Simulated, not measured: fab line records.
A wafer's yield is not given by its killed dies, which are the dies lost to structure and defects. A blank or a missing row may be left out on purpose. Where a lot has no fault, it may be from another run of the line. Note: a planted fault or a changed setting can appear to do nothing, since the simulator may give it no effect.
fab line records + flow nand-harc
[record]
- lots = 14
- wafers = 40
- last-day = 32
route steps=1302 shown A_WL_FILL@958
lots that met no fault: from a run of the same line without faults
start-h: hours from the record's opening day to when the first of the lot's shown wafers began + wait-h: how many hours have passed since the lot's step before this one + " the same as in the row above + L1.1+2: several wafers, shown together as one row + - no value present, or no start provided + * or withheld: withheld + < > ~ a bound
route shown NAME@n: a module of which the file shows steps, and the number in the route of the first + usual: mean/standard deviation of fault-free wafers + same: alike in all rows + chamber/n: place in a boat + sites: each site's reading + _std_site: how widely they spread, as a standard deviation + _edge_site: outer sites' mean less inner sites' + radius-mm: how far each site lies from the wafer's centre + mask NAME#n: copy n + behind: the tool/chamber that last shaped the wafer + hold: why the lot went on hold/how many hours it stayed there/how the hold came to an end + device: names the non-switching transistor (n, p or np) + end of line: at the end of the route, the tests of the same wafers + a step given without rows: its recipe and nothing more + killed: dies lost to structure and defects at the first sort, not the wafer's yield + map: shows each die of a wafer: x if killed, . if not, _ if none is there
set.NAME: the run value of the setting; set.NAME@STEP: its run value at that earlier step + model.NAME: the simulator's own value behind a step, which no gauge read
one table for each step of the route and one row for each wafer, over a sample of lots
services: when a tool's chamber went out of use (start-h, in hours from the record's first day, below 0 if earlier), for how many hours, and the reason
[[steps]]
[step NHARC_A_WL_FILL_ETCHBACK_05]
[recipe]
- target-depth-a = 220
- time-s = 60
- temp-c = 40
- chemistry = Cl2/BCl3
[usual]
- drypump-motor-current-A = 5.3/0.42
- oes-product-au = 1.003/0.0078
[same]
- time-s = 60
| lot.wafer | tool         | chamber | start-h | wait-h | drypump-motor-current-A | oes-product-au | rf-hours-counter-h |
|-----------|--------------|---------|---------|--------|-------------------------|----------------|--------------------|
| L557.4    | rie-metal-02 | 1       | 468.91  | 0.1    | 5.9                     | 0.993          | -                  |
| L557.6    | "            | 1       | "       | "      | 5.9                     | 0.993          | -                  |
| L557.5    | "            | 0       | "       | "      | 5.5                     | 1.006          | -                  |
| L558.2    | rie-metal-01 | 0       | 478.43  | 0.2    | 5.1                     | 1.006          | 1.3                |
| L558.3    | "            | 0       | "       | "      | 5.2                     | 0.997          | -                  |
| L558.5    | "            | 0       | "       | "      | 5.1                     | 1.017          | -                  |
| L560.2    | rie-metal-02 | 0       | 504.27  | 0.2    | 5.5                     | 1.001          | 0.5                |
| L560.1    | "            | 1       | "       | "      | 5.9                     | 0.994          | 0.5                |
| L560.3    | "            | 1       | "       | "      | 5.9                     | 1.002          | -                  |
| L561.1    | rie-metal-02 | 0       | 508.63  | 0.2    | 5.5                     | 0.999          | 0.7                |
| L561.4    | "            | 0       | "       | "      | 5.5                     | 1.003          | -                  |
| L561.3    | "            | 1       | "       | "      | 5.9                     | 0.991          | -                  |
| L563.1    | rie-metal-03 | 0       | 513.11  | 0.2    | 4.8                     | 1.000          | 3.0                |
| L563.3    | "            | 1       | "       | "      | 4.8                     | 0.997          | -                  |
| L563.5    | "            | 1       | "       | "      | 4.8                     | 0.998          | -                  |
| L564.1    | rie-metal-01 | 0       | 535.17  | 0.2    | 5.1                     | 1.003          | 2.4                |
| L564.3    | "            | 1       | "       | "      | 5.7                     | 1.002          | -                  |
| L564.4    | "            | 0       | "       | "      | 5.1                     | 1.006          | -                  |
| L565.1    | rie-metal-02 | 0       | 535.25  | 0.2    | 5.5                     | 1.005          | 1.3                |
| L565.3    | "            | 0       | "       | "      | 5.5                     | 1.019          | -                  |
| L565.6    | "            | 1       | "       | "      | 5.9                     | 1.009          | -                  |
| L566.1    | rie-metal-03 | 0       | 553.77  | 0.2    | 4.8                     | 0.995          | 0.4                |
| L566.4    | "            | 0       | "       | "      | 4.8                     | 1.005          | -                  |
| L566.6    | "            | 1       | "       | "      | 4.9                     | 1.004          | -                  |
| L567.2    | rie-metal-02 | 1       | 565.68  | 0.2    | 5.9                     | 0.996          | 1.8                |
| L567.5    | "            | 1       | "       | "      | 5.9                     | 0.983          | -                  |
| L567.6    | "            | 0       | "       | "      | 5.5                     | 1.009          | -                  |
| L568.1    | rie-metal-03 | 1       | 568.95  | 0.2    | 4.9                     | 1.012          | 0.8                |
| L568.2    | "            | 0       | "       | "      | 4.8                     | 1.012          | 0.8                |
| L568.3    | "            | 0       | "       | "      | 4.8                     | 1.012          | -                  |
| L569.4    | rie-metal-01 | 1       | 586.01  | 0.2    | 5.7                     | 1.001          | -                  |
| L569.3    | "            | 0       | "       | "      | 5.1                     | 1.001          | -                  |
| L569.6    | "            | 0       | "       | "      | 5.0                     | 0.993          | -                  |
| L572.2    | rie-metal-03 | 1       | 607.16  | 0.2    | 4.9                     | 1.012          | 1.4                |
| L572.4    | "            | 1       | "       | "      | 4.9                     | 1.014          | -                  |
| L572.5    | "            | 1       | "       | "      | 4.9                     | 1.015          | -                  |
| L575.1    | rie-metal-02 | 0       | 648.72  | 0.4    | 5.5                     | 1.004          | 0.5                |
| L575.6    | "            | 0       | "       | "      | 5.5                     | 1.007          | -                  |
| L578.3    | rie-metal-01 | 1       | 677.72  | 0.1    | 5.7                     | 1.007          | -                  |
| L578.6    | "            | 1       | "       | "      | 5.7                     | 1.018          | -                  |
[step NHARC_A_WL_FILL_ALD_10]
[recipe]
- target-thk-a = 500
- pulse-time-s = 10
- ald-cycles = 500
- temp-c = 300
- material = SiO2
[usual]
- heater-power-w = 459/29
- precursor-pulse-height-rel = 1.001/0.019
| lot.wafer | tool      | chamber | start-h | wait-h | heater-power-w | precursor-pulse-height-rel |
|-----------|-----------|---------|---------|--------|----------------|----------------------------|
| L557.4    | ald-hk-03 | 0       | 475.50  | 1.6    | 527            | 1.015                      |
| L557.5    | "         | 1       | "       | "      | 465            | 1.001                      |
| L557.6    | "         | 2       | "       | "      | 434            | 1.036                      |
| L558.3    | ald-hk-04 | 2       | 485.65  | 1.9    | 493            | 0.994                      |
| L558.2    | "         | 3       | "       | "      | 455            | 1.008                      |
| L558.5    | "         | 1       | 487.22  | 3.4    | 473            | 1.015                      |
| L560.1    | ald-hk-03 | 3       | 509.29  | 0.1    | 441            | 0.985                      |
| L560.3    | "         | 0       | "       | "      | 509            | 1.028                      |
| L560.2    | "         | 1       | "       | "      | 441            | 1.011                      |
| L563.3    | ald-hk-03 | 0       | 516.79  | 0.0    | 507            | 1.005                      |
| L563.1    | "         | 3       | 518.34  | 1.6    | 441            | 0.961                      |
| L563.5    | "         | 0       | "       | "      | 505            | 1.027                      |
| L561.1    | ald-hk-01 | 0       | 517.22  | 0.5    | 414            | 0.987                      |
| L561.4    | "         | 1       | "       | "      | 442            | 1.010                      |
| L561.3    | "         | 2       | "       | "      | 475            | 1.017                      |
| L564.3    | ald-hk-04 | 3       | 540.28  | 0.1    | 466            | 1.035                      |
| L564.1    | "         | 0       | "       | "      | 405            | 1.010                      |
| L564.4    | "         | 2       | 541.85  | 1.6    | 494            | 1.015                      |
| L565.3    | ald-hk-03 | 2       | 541.30  | 1.1    | 434            | 1.004                      |
| L565.1    | "         | 3       | "       | "      | 435            | 1.013                      |
| L565.6    | "         | 0       | "       | "      | 515            | 0.974                      |
| L566.1    | ald-hk-01 | 2       | 559.94  | 0.6    | 465            | 1.001                      |
| L566.4    | "         | 3       | "       | "      | 514            | 1.012                      |
| L566.6    | "         | 1       | 561.47  | 2.1    | 440            | 1.016                      |
| L567.2    | ald-hk-01 | 2       | 573.66  | 1.2    | 461            | 0.977                      |
| L567.5    | "         | 2       | 575.72  | 3.2    | 461            | 1.008                      |
| L567.6    | "         | 3       | "       | "      | 493            | 0.997                      |
| L568.2    | ald-hk-04 | 0       | 574.00  | 1.5    | 417            | 1.004                      |
| L568.1    | "         | 1       | "       | "      | 473            | 0.997                      |
| L568.3    | "         | 3       | 575.53  | 3.0    | 473            | 0.994                      |
| L569.4    | ald-hk-01 | 2       | 591.89  | 0.1    | 470            | 1.023                      |
| L569.3    | "         | 1       | 593.44  | 1.6    | 442            | 1.002                      |
| L569.6    | "         | 2       | "       | "      | 465            | 1.005                      |
| L572.2    | ald-hk-03 | 1       | 612.52  | 0.1    | 453            | 0.972                      |
| L572.4    | "         | 2       | "       | "      | 447            | 0.978                      |
| L572.5    | "         | 1       | 614.59  | 2.1    | 454            | 0.989                      |
| L575.1    | ald-hk-03 | 2       | 657.11  | 2.8    | 447            | 1.015                      |
| L575.6    | "         | 1       | 658.66  | 4.3    | 441            | 1.016                      |
| L578.3    | ald-hk-01 | 3       | 688.27  | 0.6    | 487            | 1.005                      |
| L578.6    | "         | 3       | 690.33  | 2.6    | 490            | 0.974                      |
[step NHARC_A_WL_FILL_ETCHBACK_17]
[recipe]
- target-depth-a = 40
- time-s = 26.7
- chemistry = Cl2/BCl3
[usual]
- drypump-motor-current-A = 5.4/0.39
- oes-product-au = 1.001/0.0071
[same]
- time-s = 26.7
| lot.wafer | tool         | chamber | start-h | wait-h | drypump-motor-current-A | oes-product-au | rf-hours-counter-h |
|-----------|--------------|---------|---------|--------|-------------------------|----------------|--------------------|
| L557.4    | rie-metal-02 | 1       | 478.87  | -      | 5.9                     | 0.990          | -                  |
| L557.5    | "            | 0       | "       | "      | 5.5                     | 1.003          | -                  |
| L557.6    | "            | 1       | "       | "      | 5.9                     | 0.999          | -                  |
| L558.2    | rie-metal-02 | 1       | 489.50  | -      | 5.9                     | 0.993          | 0.3                |
| L558.3    | "            | 1       | "       | "      | 5.9                     | 0.995          | -                  |
| L558.5    | "            | 0       | "       | "      | 5.5                     | 0.999          | -                  |
| L560.1    | rie-metal-01 | 0       | 514.08  | -      | 5.1                     | 1.004          | 1.9                |
| L560.2    | "            | 1       | "       | "      | 5.7                     | 1.001          | 1.9                |
| L560.3    | "            | 0       | "       | "      | 5.1                     | 1.004          | -                  |
| L563.1    | rie-metal-01 | 0       | 521.63  | -      | 5.0                     | 1.012          | 2.0                |
| L563.3    | "            | 1       | "       | "      | 5.7                     | 0.996          | -                  |
| L563.5    | "            | 0       | "       | "      | 5.1                     | 1.015          | -                  |
| L561.1    | rie-metal-02 | 1       | 522.03  | -      | 5.9                     | 1.002          | 0.9                |
| L561.3    | "            | 1       | "       | "      | 5.9                     | 0.996          | -                  |
| L561.4    | "            | 0       | "       | "      | 5.5                     | 1.009          | -                  |
| L565.1    | rie-metal-01 | 0       | 545.09  | -      | 5.0                     | 1.004          | 2.5                |
| L565.3    | "            | 1       | "       | "      | 5.7                     | 0.996          | -                  |
| L565.6    | "            | 1       | "       | "      | 5.7                     | 1.009          | -                  |
| L564.1    | rie-metal-02 | 1       | 545.17  | -      | 5.9                     | 0.992          | 1.4                |
| L564.4    | "            | 0       | "       | "      | 5.5                     | 1.007          | -                  |
| L564.3    | "            | 1       | "       | "      | 5.9                     | 0.992          | -                  |
| L566.1    | rie-metal-01 | 1       | 564.24  | -      | 5.7                     | 1.019          | 2.8                |
| L566.4    | "            | 0       | "       | "      | 5.1                     | 0.995          | -                  |
| L566.6    | "            | 1       | "       | "      | 5.7                     | 0.991          | -                  |
| L567.2    | rie-metal-02 | 0       | 578.48  | -      | 5.5                     | 1.008          | 1.9                |
| L567.5    | "            | 0       | "       | "      | 5.5                     | 1.005          | -                  |
| L567.6    | "            | 1       | "       | "      | 5.9                     | 1.008          | -                  |
| L568.1    | rie-metal-03 | 0       | 578.80  | -      | 4.8                     | 1.002          | 0.9                |
| L568.2    | "            | 1       | "       | "      | 4.9                     | 1.004          | 0.9                |
| L568.3    | "            | 1       | "       | "      | 4.9                     | 1.002          | -                  |
| L569.3    | rie-metal-03 | 0       | 596.77  | -      | 4.8                     | 0.993          | -                  |
| L569.4    | "            | 1       | "       | "      | 4.9                     | 0.992          | -                  |
| L569.6    | "            | 0       | "       | "      | 4.8                     | 1.006          | -                  |
| L572.2    | rie-metal-02 | 1       | 617.35  | -      | 5.9                     | 0.999          | 2.3                |
| L572.4    | "            | 0       | "       | "      | 5.5                     | 1.000          | -                  |
| L572.5    | "            | 1       | "       | "      | 5.9                     | 1.008          | -                  |
| L575.1    | rie-metal-01 | 1       | 661.44  | -      | 5.7                     | 0.822          | 1.6                |
| L575.6    | "            | 1       | "       | "      | 5.7                     | 1.014          | -                  |
| L578.3    | rie-metal-01 | 0       | 692.68  | -      | 5.1                     | 0.823          | -                  |
| L578.6    | "            | 0       | "       | "      | 5.1                     | 1.007          | -                  |
[step NHARC_A_WL_FILL_INSPECT_15]
[usual]
- raw-defect-count = 476/120
| lot.wafer | tool              | chamber | start-h | wait-h | raw-defect-count |
|-----------|-------------------|---------|---------|--------|------------------|
| L557.4    | defect-inspect-02 | -       | 485.26  | 0.0    | 351              |
| L557.5    | "                 | -       | "       | "      | 464              |
| L557.6    | "                 | -       | "       | "      | 456              |
| L558.2    | defect-inspect-01 | -       | 494.97  | 0.0    | 416              |
| L558.3    | "                 | -       | "       | "      | 319              |
| L558.5    | "                 | -       | "       | "      | 285              |
| L560.1    | defect-inspect-01 | -       | 520.47  | 0.0    | 436              |
| L560.2    | "                 | -       | "       | "      | 502              |
| L560.3    | "                 | -       | "       | "      | 483              |
| L561.1    | defect-inspect-01 | -       | 527.89  | 0.0    | 638              |
| L561.3    | "                 | -       | "       | "      | 717              |
| L561.4    | "                 | -       | "       | "      | 534              |
| L563.1    | defect-inspect-01 | -       | 528.04  | 0.1    | 456              |
| L563.3    | "                 | -       | "       | "      | 327              |
| L563.5    | "                 | -       | "       | "      | 481              |
| L564.1    | defect-inspect-01 | -       | 551.33  | 0.0    | 531              |
| L564.3    | "                 | -       | "       | "      | 630              |
| L564.4    | "                 | -       | "       | "      | 475              |
| L565.1    | defect-inspect-01 | -       | 551.45  | 0.0    | 328              |
| L565.3    | "                 | -       | "       | "      | 360              |
| L565.6    | "                 | -       | "       | "      | 451              |
| L566.1    | defect-inspect-01 | -       | 570.58  | 0.0    | 458              |
| L566.4    | "                 | -       | "       | "      | 290              |
| L566.6    | "                 | -       | "       | "      | 359              |
| L568.1    | defect-inspect-02 | -       | 585.45  | 0.0    | 394              |
| L568.2    | "                 | -       | "       | "      | 465              |
| L568.3    | "                 | -       | "       | "      | 347              |
| L567.2    | defect-inspect-02 | -       | 585.58  | 0.0    | 374              |
| L567.5    | "                 | -       | "       | "      | 500              |
| L567.6    | "                 | -       | "       | "      | 483              |
| L569.3    | defect-inspect-02 | -       | 603.13  | 0.0    | 777              |
| L569.4    | "                 | -       | "       | "      | 587              |
| L569.6    | "                 | -       | "       | "      | 677              |
| L572.2    | defect-inspect-01 | -       | 623.76  | 0.0    | 631              |
| L572.4    | "                 | -       | "       | "      | 428              |
| L572.5    | "                 | -       | "       | "      | 397              |
| L575.1    | defect-inspect-02 | -       | 667.77  | 0.0    | 472              |
| L575.6    | "                 | -       | "       | "      | 436              |
| L578.3    | defect-inspect-01 | -       | 699.01  | 0.0    | 413              |
| L578.6    | "                 | -       | "       | "      | 449              |
[[services]]
| tool         | chamber | start-h | hours | kind       |
|--------------|---------|---------|-------|------------|
| rie-metal-02 | -       | 454.15  | 9.0   | pm         |
| rie-metal-02 | 0       | 454.15  | 9.0   | vent-cycle |
| rie-metal-02 | 1       | 454.15  | 9.0   | vent-cycle |
| rie-metal-02 | 0       | 463.15  | -     | clean      |
| rie-metal-02 | 1       | 463.15  | -     | clean      |
| rie-metal-02 | -       | 497.63  | 0.8   | repair     |
| rie-metal-03 | -       | 519.00  | 9.0   | pm         |
| rie-metal-03 | -       | 544.56  | 1.0   | repair     |
| rie-metal-01 | -       | 554.90  | 0.5   | repair     |
| ald-hk-03    | -       | 571.60  | 10.0  | pm         |
| rie-metal-01 | -       | 575.00  | 9.0   | pm         |
| rie-metal-01 | 0       | 575.00  | 9.0   | vent-cycle |
| rie-metal-02 | 1       | 595.64  | 1.3   | repair     |
| rie-metal-02 | 1       | 602.37  | 1.0   | repair     |
| rie-metal-01 | 0       | 605.20  | 18.7  | repair     |
| ald-hk-04    | -       | 610.33  | 10.0  | pm         |
| rie-metal-02 | -       | 631.15  | 9.0   | pm         |
| rie-metal-02 | 0       | 631.15  | 9.0   | vent-cycle |
| rie-metal-02 | 1       | 631.15  | 9.0   | vent-cycle |
| rie-metal-02 | 0       | 640.15  | -     | clean      |
| rie-metal-02 | 1       | 640.15  | -     | clean      |
| rie-metal-02 | 1       | 647.83  | 12.6  | repair     |
| ald-hk-01    | -       | 657.75  | 10.0  | pm         |
| rie-metal-03 | -       | 674.40  | 1.2   | repair     |
[[key]]
[first-sign]
- step = NHARC_A_WL_FILL_ETCHBACK_17
- reading = oes-product-au
- direction = down
- sigmas = 25
- usual = 1.001
- struck = 0.822
effect none on later readings
met-at NHARC_A_WL_FILL_ETCHBACK_17
struck-lots L575,L578
struck-wafers L575.1,L578.3
later-rows-left-out L575.1,L578.3
sort-left-out L575.1,L578.3
tester-left-out L575,L578
not-acting-at NHARC_A_WL_FILL_ETCHBACK_05,NHARC_A_WL_FILL_ALD_10,NHARC_A_WL_FILL_INSPECT_15
onset-between 564.24 661.44
[fault]
- kind = process-parameter-drift
- tool = rie-metal-01
- chamber = -
- onset-h = 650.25
- steps = NHARC_A_WL_FILL_ETCHBACK_17
- channel = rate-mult
- offset = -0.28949
- shape = step
- end-h = 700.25
- scope = struck-wafers-only
// tester-left-out: of these lots the tester's yield and bins aren't shown, on N5 and GAA mostly nor the transistor test; their killed dies are dies lost to structure and defects alone, not to doping, threshold or leakage, so they don't give the yield
// sort-left-out: the simulated sort isn't trusted on such a fault, so these wafers' sort isn't shown, and their yield isn't known
// later-rows-left-out: the simulator's readings of these wafers behind a module that went badly wrong aren't trusted and aren't shown, but for the sort
